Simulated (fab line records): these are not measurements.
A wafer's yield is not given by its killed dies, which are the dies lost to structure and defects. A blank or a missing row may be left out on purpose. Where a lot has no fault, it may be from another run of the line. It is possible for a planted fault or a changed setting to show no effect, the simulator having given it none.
Matching of chambers	flow nand-harc	pecvd-02 running NHARC_A_STAIRCASE_DEP_322: 3 sister chambers
The step deposits SiO2, target thk 7200 nm. 6 wafers are shown with their chamber, then 8 later ones without.

== WAFERS PAIRED WITH THEIR CHAMBERS ==
wafer	chamber	heater-power-w (W)
L081.5	2	511
L084.1	2	616
L087.2	0	608
L087.3	1	700
L087.4	1	625
L094.1	0	658

== WAFERS WITHOUT THEIR CHAMBER ==
wafer	heater-power-w (W)
L094.5	529
L094.6	507
L094.2	636
L094.3	495
L094.4	549
L097.3	748
L097.4	682
L097.5	558

== THE CHAMBER EACH PASSED THROUGH ==
wafer	from the rows above	in truth
L094.5	can't be placed: 2 or 0 or 1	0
L094.6	can't be placed: 2 or 0 or 1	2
L094.2	can't be placed: 0 or 1 or 2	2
L094.3	can't be placed: 2 or 0 or 1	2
L094.4	can't be placed: 2 or 0 or 1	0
L097.3	can't be placed: 1 or 0 or 2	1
L097.4	can't be placed: 1 or 0 or 2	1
L097.5	can't be placed: 2 or 0 or 1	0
Placed correctly: 0 of 8. Cannot be placed on the basis of these rows: 8; the candidates contain the true chamber in 8. Number placed wrongly: 0.
How it was worked out, from the rows above alone: a wafer's distance from a chamber is the root of the sum, over the readings, of the square of ((its reading less the chamber's mean) divided by the reading's scatter). The wafer belongs to the nearest chamber; if the next one is less than 2 further off, it can't be placed. For every chamber, the mean is computed from those of its wafers that are shown. The scatter: the root of (the sum of the squares of (reading less its chamber's mean) over the shown wafers, divided by (wafers less chambers)).
